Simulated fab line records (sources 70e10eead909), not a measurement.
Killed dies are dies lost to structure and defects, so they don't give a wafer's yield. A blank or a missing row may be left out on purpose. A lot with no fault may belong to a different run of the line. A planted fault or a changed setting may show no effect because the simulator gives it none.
Which tool is to blame?    flow nandHarc    Sampling: 23 lots, 69 wafers, 6 of 1159 route steps

== WHAT THE GAUGES READ, wafer by wafer ==
The record lacks any reading of a measuring or inspecting step that a usual standard deviation could be used to judge.

== EACH LOT AND THE TOOL THAT RAN IT (in order: tool; ch and the chambers of the sampled wafers; start) ==
lot   NHARC_P_M2_ETCH_35                 NHARC_P_M2_CMP_23              NHARC_A_CHANNEL_HOLE_D1_ETCH_19  NHARC_A_CHANNEL_HOLE_D1_ETCH_22  NHARC_A_CHANNEL_HOLE_D1_ETCH_44    NHARC_A_CHANNEL_FILL_D1_ALD_03
L074  rieDiel-10 ch 1,2,3, day 6 04:39   cmp-02 ch 0,2,3, day 6 06:44   harEtch-01 ch 0,1, day 8 07:41   harEtch-01 ch 0,1, day 8 08:42   rieDiel-07 ch 0,1,2, day 8 12:24   aldSinBatch-01 ch 0, no start
L075  rieDiel-03 ch 0,1,3, day 6 19:41   cmp-02 ch 0,1, day 6 21:42     harEtch-01 ch 0,1, day 9 02:05   harEtch-01 ch 0,1, day 9 03:11   rieDiel-09 ch 0,1,3, day 9 06:47   aldSinBatch-01 ch 0, no start
L076  rieDiel-10 ch 0,2,3, day 6 22:38   cmp-01 ch 0,1,2, day 7 00:41   harEtch-02 ch 0,1, day 8 22:26   harEtch-02 ch 0,1, day 8 23:23   rieDiel-07 ch 0,1,3, day 9 03:10   aldSinBatch-03 ch 0, no start
L077  rieDiel-03 ch 0,1,2, day 6 23:24   cmp-01 ch 1,2, day 7 01:27     harEtch-01 ch 0,1, day 8 21:53   harEtch-01 ch 0,1, day 8 22:44   rieDiel-09 ch 0,1,2, day 9 02:36   aldSinBatch-03 ch 0, no start
L079  rieDiel-10 ch 0,1,3, day 7 02:01   cmp-02 ch 0,3, day 7 04:07     harEtch-02 ch 0,1, day 9 02:37   harEtch-02 ch 0,1, day 9 03:33   rieDiel-05 ch 0,1, day 9 07:19     aldSinBatch-01 ch 0, no start
L078  rieDiel-10 ch 0,1, day 7 09:31     cmp-01 ch 0,1,2, day 7 11:33   harEtch-01 ch 0,1, day 9 10:05   harEtch-01 ch 0,1, day 9 10:57   rieDiel-07 ch 0,2,3, day 9 15:20   aldSinBatch-01 ch 0, no start
L080  rieDiel-10 ch 1,2,3, day 7 18:39   cmp-03 ch 0,1,3, day 7 20:56   harEtch-01 ch 0,1, day 10 11:38  harEtch-01 ch 0,1, day 10 12:44  rieDiel-09 ch 1,2,3, day 10 16:20  aldSinBatch-01 ch 0, no start
L083  rieDiel-03 ch 0,2,3, day 8 10:25   cmp-03 ch 0,2, day 8 12:30     harEtch-02 ch 0,1, day 10 11:17  harEtch-02 ch 0,1, day 10 12:08  rieDiel-05 ch 0,2,3, day 10 15:59  aldSinBatch-03 ch 0, no start
L081  rieDiel-01 ch 0,3, day 8 11:23     cmp-03 ch 0,3, day 8 13:24     harEtch-02 ch 0,1, day 10 15:26  harEtch-02 ch 0,1, day 10 16:23  rieDiel-05 ch 1,2, day 10 20:13    aldSinBatch-01 ch 0, no start
L082  rieDiel-03 ch 1,2, day 8 17:03     cmp-02 ch 1,2, day 8 19:08     harEtch-01 ch 1, day 10 19:31    harEtch-01 ch 1, day 10 20:27    rieDiel-07 ch 1,2,3, day 11 00:13  aldSinBatch-03 ch 0, no start
L085  rieDiel-01 ch 0,1,2, day 8 22:20   cmp-03 ch 1,2,3, day 9 00:20   harEtch-01 ch 0, day 11 01:52    harEtch-01 ch 0, day 11 02:49    rieDiel-07 ch 0,3, day 11 06:34    aldSinBatch-02 ch 0, no start
L084  rieDiel-03 ch 0,1,2, day 8 22:29   cmp-02 ch 0,2,3, day 9 00:59   harEtch-02 ch 0,1, day 11 00:51  harEtch-02 ch 0,1, day 11 01:43  rieDiel-09 ch 0,2,3, day 11 05:35  aldSinBatch-02 ch 0, no start
L087  rieDiel-10 ch 0,1,2, day 9 14:45   cmp-02 ch 1,2,3, day 9 16:50   harEtch-01 ch 0,1, day 11 15:59  harEtch-01 ch 0,1, day 11 16:50  rieDiel-07 ch 0,1,2, day 11 20:42  aldSinBatch-03 ch 0, no start
L086  rieDiel-03 ch 1,2,3, day 9 16:32   cmp-01 ch 2,3, day 9 18:53     harEtch-02 ch 0,1, day 11 16:26  harEtch-02 ch 0,1, day 11 17:17  rieDiel-05 ch 2,3, day 11 21:10    aldSinBatch-03 ch 0, no start
L089  rieDiel-10 ch 0,1,3, day 10 06:12  cmp-03 ch 0,1,2, day 10 08:22  harEtch-02 ch 0,1, day 12 15:09  harEtch-02 ch 0,1, day 12 16:01  rieDiel-07 ch 0,2,3, day 12 19:53  aldSinBatch-02 ch 0, no start
L088  rieDiel-10 ch 0,2, day 10 06:57    cmp-03 ch 0,2,3, day 10 09:09  harEtch-02 ch 0,1, day 12 19:20  harEtch-02 ch 0,1, day 12 20:17  rieDiel-05 ch 1,3, day 13 00:04    aldSinBatch-02 ch 0, no start
L092  rieDiel-10 ch 0,1,3, day 10 13:04  cmp-02 ch 1,2,3, day 10 15:24  harEtch-01 ch 0,1, day 12 11:10  harEtch-01 ch 0,1, day 12 12:05  rieDiel-09 ch 1,2,3, day 12 15:52  aldSinBatch-01 ch 0, no start
L091  rieDiel-10 ch 0,1,3, day 10 15:14  cmp-01 ch 0,2, day 10 17:20    harEtch-02 ch 0,1, day 12 11:02  harEtch-02 ch 0,1, day 12 12:04  rieDiel-07 ch 1,3, day 12 15:43    aldSinBatch-01 ch 0, no start
L093  rieDiel-10 ch 0,2,3, day 10 20:11  cmp-01 ch 0,1,3, day 10 22:12  harEtch-01 ch 0,1, day 12 22:59  harEtch-01 ch 0,1, day 12 23:52  rieDiel-09 ch 1,3, day 13 03:44    aldSinBatch-01 ch 0, no start
L094  rieDiel-10 ch 0,1,3, day 11 08:46  cmp-02 ch 0,1,2, day 11 10:47  harEtch-01 ch 0,1, day 13 09:02  harEtch-01 ch 0,1, day 13 09:55  rieDiel-07 ch 1,2,3, day 13 13:49  aldSinBatch-02 ch 0, no start
L095  rieDiel-10 ch 0,1,2, day 11 09:20  cmp-03 ch 0,1,2, day 11 11:21  harEtch-02 ch 0,1, day 13 09:12  harEtch-02 ch 0,1, day 13 10:04  rieDiel-07 ch 0,1,3, day 13 14:14  aldSinBatch-02 ch 0, no start
L097  rieDiel-10 ch 0,1, day 11 16:27    cmp-03 ch 0,2, day 11 18:30    harEtch-02 ch 0,1, day 13 17:53  harEtch-02 ch 0,1, day 13 18:44  rieDiel-09 ch 1,3, day 13 22:35    aldSinBatch-02 ch 0, no start
L096  rieDiel-10 ch 0,3, day 11 18:06    cmp-01 ch 1,2,3, day 11 20:10  harEtch-01 ch 0,1, day 13 16:19  harEtch-01 ch 0,1, day 13 17:16  rieDiel-07 ch 1,2, day 13 21:01    aldSinBatch-02 ch 0, no start
- NHARC_P_M2_ETCH_35: etches the open film in N2/H2, target depth 40 nm, overetch 12 nm, time 43.94 s.
- NHARC_P_M2_CMP_23: polishes, t overpolish 20 s, target thk 144.3 nm.
- NHARC_A_CHANNEL_HOLE_D1_ETCH_19: etches the open film in C4F8/O2/Ar, time 34.5 s.
- NHARC_A_CHANNEL_HOLE_D1_ETCH_22: etches the open film in C4F8/O2/Ar, time 666.7 s, target depth 1600 nm.
- NHARC_A_CHANNEL_HOLE_D1_ETCH_44: etches the open film in CF4/O2, target depth 140 nm, overetch 14 nm, time 77 s.
- NHARC_A_CHANNEL_FILL_D1_ALD_03: deposits SiNx, target thk 6 nm, pulse time 60 s, ald cycles 58.

== WHAT THE TOOLS THEMSELVES READ (means of the sampled wafers that have a number; where no wafer has one, the mark that the record gives instead) ==
NHARC_P_M2_ETCH_35. Usual: drypumpMotorCurrentA 5.5 A, standard deviation 0.51; oesProductAu 1.002 a.u., standard deviation 0.0073; rfVppV 430.6 V, standard deviation 2.7; showerheadPlenumPTorr 2.04 Torr, standard deviation 0.095; throttleValvePct 14.172 %, standard deviation 0.0094.
lot   tool        drypumpMotorCurrentA (A)  oesProductAu (a.u.)  rfVppV (V)  showerheadPlenumPTorr (Torr)  throttleValvePct (%)  flag
L074  rieDiel-10  5.3                       1.007                432.2       2.09                          14.170                
L075  rieDiel-03  6.0                       1.001                430.3       2.00                          14.171                
L076  rieDiel-10  5.4                       0.993                431.7       2.08                          14.172                
L077  rieDiel-03  6.1                       0.994                427.7       1.96                          14.179                
L079  rieDiel-10  5.3                       1.005                429.1       2.01                          14.182                
L078  rieDiel-10  5.2                       0.998                429.3       1.98                          14.171                
L080  rieDiel-10  5.3                       0.999                431.9       2.09                          14.177                
L083  rieDiel-03  6.1                       1.003                431.3       2.04                          14.179                
L081  rieDiel-01  5.4                       0.998                432.6       2.11                          14.174                
L082  rieDiel-03  6.5                       0.997                427.9       1.96                          14.175                
L085  rieDiel-01  5.5                       1.000                431.0       2.05                          14.184                
L084  rieDiel-03  6.1                       0.991                428.2       1.95                          14.174                
L087  rieDiel-10  5.2                       1.003                431.0       2.06                          14.173                
L086  rieDiel-03  6.5                       0.997                430.7       2.04                          14.167                
L089  rieDiel-10  5.3                       1.007                430.2       2.01                          14.175                
L088  rieDiel-10  5.3                       0.997                430.9       2.05                          14.170                
L092  rieDiel-10  5.3                       1.004                429.2       2.01                          14.172                
L091  rieDiel-10  5.3                       1.001                430.1       2.01                          14.171                
L093  rieDiel-10  5.4                       1.011                431.8       2.08                          14.174                
L094  rieDiel-10  5.3                       1.006                429.4       2.01                          14.164                
L095  rieDiel-10  5.2                       1.011                431.2       2.05                          14.177                
L097  rieDiel-10  5.1                       1.002                429.2       1.98                          14.165                
L096  rieDiel-10  5.4                       1.009                430.1       2.00                          14.171                

NHARC_P_M2_CMP_23. Usual: motorCurrentA 12.3 A, standard deviation 1.1; timeToEndpointS 27.8 s, standard deviation 2.5.
lot   tool    motorCurrentA (A)  timeToEndpointS (s)  flag
L074  cmp-02  12.2               32.0                 
L075  cmp-02  11.9               31.2                 
L076  cmp-01  11.7               24.2                 
L077  cmp-01  12.0               22.8                 
L079  cmp-02  12.0               31.9                 
L078  cmp-01  11.9               25.5                 
L080  cmp-03  13.0               29.1                 
L083  cmp-03  11.0               26.3                 
L081  cmp-03  12.7               29.2                 
L082  cmp-02  12.7               28.6                 
L085  cmp-03  12.1               27.5                 
L084  cmp-02  12.2               28.1                 
L087  cmp-02  12.3               30.9                 
L086  cmp-01  12.9               26.9                 
L089  cmp-03  12.4               27.2                 
L088  cmp-03  12.0               27.5                 
L092  cmp-02  12.4               27.1                 
L091  cmp-01  11.6               24.4                 
L093  cmp-01  12.6               27.9                 
L094  cmp-02  12.7               28.7                 
L095  cmp-03  12.0               25.1                 
L097  cmp-03  11.2               26.0                 
L096  cmp-01  12.6               29.9                 

NHARC_A_CHANNEL_HOLE_D1_ETCH_19. Usual: drypumpMotorCurrentA 5.5 A, standard deviation 0.49; escClampCurrentUA 0.02118, standard deviation 0.00019; showerheadPlenumPTorr 3.83 Torr, standard deviation 0.081; throttleValvePct 37.039 %, standard deviation 0.0087.
lot   tool        drypumpMotorCurrentA (A)  escClampCurrentUA  showerheadPlenumPTorr (Torr)  throttleValvePct (%)  flag
L074  harEtch-01  5.2                       0.02116            3.88                          37.038                
L075  harEtch-01  5.2                       0.02117            3.87                          37.027                
L076  harEtch-02  5.5                       0.02127            3.77                          37.031                
L077  harEtch-01  5.2                       0.02112            3.87                          37.036                
L079  harEtch-02  5.5                       0.02131            3.77                          37.038                
L078  harEtch-01  5.2                       0.02115            3.87                          37.049                
L080  harEtch-01  5.5                       0.02103            3.86                          37.035                
L083  harEtch-02  5.8                       0.02117            3.85                          37.043                
L081  harEtch-02  5.8                       0.02116            3.84                          37.038                
L082  harEtch-01  5.9                       0.02093            3.86                          37.042                
L085  harEtch-01  4.8                       0.02133            3.86                          37.035                
L084  harEtch-02  5.7                       0.02117            3.84                          37.038                
L087  harEtch-01  5.6                       0.02107            3.86                          37.040                
L086  harEtch-02  5.5                       0.02128            3.76                          37.039                
L089  harEtch-02  5.5                       0.02134            3.75                          37.038                
L088  harEtch-02  5.5                       0.02134            3.75                          37.036                
L092  harEtch-01  5.5                       0.02104            3.85                          37.037                
L091  harEtch-02  5.8                       0.02121            3.83                          37.038                
L093  harEtch-01  5.2                       0.02120            3.85                          37.042                
L094  harEtch-01  5.5                       0.02110            3.84                          37.039                
L095  harEtch-02  5.5                       0.02133            3.75                          37.040                
L097  harEtch-02  5.5                       0.02132            3.74                          37.049                
L096  harEtch-01  5.2                       0.02119            3.84                          37.027                

NHARC_A_CHANNEL_HOLE_D1_ETCH_22. Usual: drypumpMotorCurrentA 5.5 A, standard deviation 0.5; escClampCurrentUA 0.02118, standard deviation 0.0002; showerheadPlenumPTorr 3.78 Torr, standard deviation 0.077; throttleValvePct 32.155 %, standard deviation 0.0087.
lot   tool        drypumpMotorCurrentA (A)  escClampCurrentUA  showerheadPlenumPTorr (Torr)  throttleValvePct (%)  flag
L074  harEtch-01  5.2                       0.02118            3.83                          32.159                
L075  harEtch-01  5.2                       0.02116            3.82                          32.152                
L076  harEtch-02  5.5                       0.02133            3.73                          32.161                
L077  harEtch-01  5.2                       0.02119            3.83                          32.152                
L079  harEtch-02  5.5                       0.02128            3.73                          32.160                
L078  harEtch-01  5.2                       0.02116            3.82                          32.158                
L080  harEtch-01  5.6                       0.02104            3.82                          32.156                
L083  harEtch-02  5.8                       0.02115            3.80                          32.167                
L081  harEtch-02  5.8                       0.02115            3.79                          32.163                
L082  harEtch-01  5.9                       0.02091            3.81                          32.152                
L085  harEtch-01  4.8                       0.02135            3.81                          32.152                
L084  harEtch-02  5.8                       0.02121            3.79                          32.146                
L087  harEtch-01  5.5                       0.02103            3.81                          32.158                
L086  harEtch-02  5.5                       0.02133            3.72                          32.160                
L089  harEtch-02  5.5                       0.02129            3.71                          32.149                
L088  harEtch-02  5.5                       0.02135            3.71                          32.152                
L092  harEtch-01  5.6                       0.02104            3.80                          32.154                
L091  harEtch-02  5.8                       0.02121            3.78                          32.151                
L093  harEtch-01  5.2                       0.02122            3.80                          32.151                
L094  harEtch-01  5.5                       0.02108            3.80                          32.157                
L095  harEtch-02  5.5                       0.02131            3.71                          32.158                
L097  harEtch-02  5.5                       0.02137            3.70                          32.158                
L096  harEtch-01  5.2                       0.02119            3.79                          32.150                

NHARC_A_CHANNEL_HOLE_D1_ETCH_44. Usual: drypumpMotorCurrentA 5.7 A, standard deviation 0.33; oesProductAu 0.999 a.u., standard deviation 0.0088; rfVppV 197.6 V, standard deviation 1.4; showerheadPlenumPTorr 1.32 Torr, standard deviation 0.053; throttleValvePct 13.396 %, standard deviation 0.0083.
lot   tool        drypumpMotorCurrentA (A)  oesProductAu (a.u.)  rfVppV (V)  showerheadPlenumPTorr (Torr)  throttleValvePct (%)  flag
L074  rieDiel-07  5.9                       1.004                197.7       1.33                          13.394                
L075  rieDiel-09  5.5                       0.994                198.7       1.37                          13.400                
L076  rieDiel-07  5.7                       0.989                197.5       1.30                          13.396                
L077  rieDiel-09  5.6                       0.995                198.0       1.36                          13.395                
L079  rieDiel-05  6.1                       1.001                197.1       1.34                          13.396                
L078  rieDiel-07  5.9                       0.999                196.8       1.31                          13.392                
L080  rieDiel-09  5.7                       0.988                197.8       1.32                          13.398                
L083  rieDiel-05  5.5                       1.006                196.2       1.28                          13.400                
L081  rieDiel-05  6.0                       1.005                198.1       1.37                          13.395                
L082  rieDiel-07  5.8                       0.995                196.9       1.30                          13.394                
L085  rieDiel-07  5.8                       1.003                196.8       1.28                          13.407                
L084  rieDiel-09  5.5                       0.998                197.9       1.32                          13.402                
L087  rieDiel-07  5.9                       0.998                198.5       1.33                          13.397                
L086  rieDiel-05  5.3                       1.005                196.8       1.27                          13.387                
L089  rieDiel-07  5.9                       1.007                198.0       1.31                          13.396                
L088  rieDiel-05  5.4                       1.006                198.2       1.31                          13.394                
L092  rieDiel-09  5.7                       0.989                198.4       1.32                          13.404                
L091  rieDiel-07  5.7                       1.000                196.3       1.28                          13.393                
L093  rieDiel-09  5.7                       0.991                198.7       1.38                          13.393                
L094  rieDiel-07  5.8                       1.004                197.7       1.30                          13.390                
L095  rieDiel-07  5.7                       1.000                197.2       1.30                          13.400                
L097  rieDiel-09  5.6                       0.998                198.3       1.33                          13.397                
L096  rieDiel-07  5.8                       0.989                197.5       1.32                          13.399                

NHARC_A_CHANNEL_FILL_D1_ALD_03. Usual: precursorPulseHeightRel reads 0.998 (standard deviation 0.02).
lot   tool            precursorPulseHeightRel  flag
L074  aldSinBatch-01  0.985                    
L075  aldSinBatch-01  0.971                    
L076  aldSinBatch-03  0.991                    
L077  aldSinBatch-03  1.016                    
L079  aldSinBatch-01  0.999                    
L078  aldSinBatch-01  1.006                    
L080  aldSinBatch-01  0.983                    
L083  aldSinBatch-03  1.004                    
L081  aldSinBatch-01  0.988                    
L082  aldSinBatch-03  1.008                    
L085  aldSinBatch-02  0.982                    
L084  aldSinBatch-02  1.010                    
L087  aldSinBatch-03  1.001                    
L086  aldSinBatch-03  1.017                    
L089  aldSinBatch-02  0.995                    
L088  aldSinBatch-02  0.994                    
L092  aldSinBatch-01  1.005                    
L091  aldSinBatch-01  0.982                    
L093  aldSinBatch-01  0.989                    
L094  aldSinBatch-02  1.011                    
L095  aldSinBatch-02  1.007                    
L097  aldSinBatch-02  0.998                    
L096  aldSinBatch-02  0.992                    

== THE ANSWER, worked out from the rows above alone ==
Rule: a lot counts as off when the mean over its wafers that have a number is more than 3 standard deviations away from the usual mean. A lot without any number at a reading at which 4 lots or more have one is off too. The other lots that the step has rows for count as sound. After the gauges, taken in route order, come the tools' own readings; for these a lot's mean is taken, as printed above. At the first step where some lot is off, the reading lying furthest off is the one used; lots without a number count as furthest.
Across all readings shown, no lot is off: no conclusion can be drawn from this.

== WHAT HAD BEEN PUT IN BY THE SIMULATOR ==
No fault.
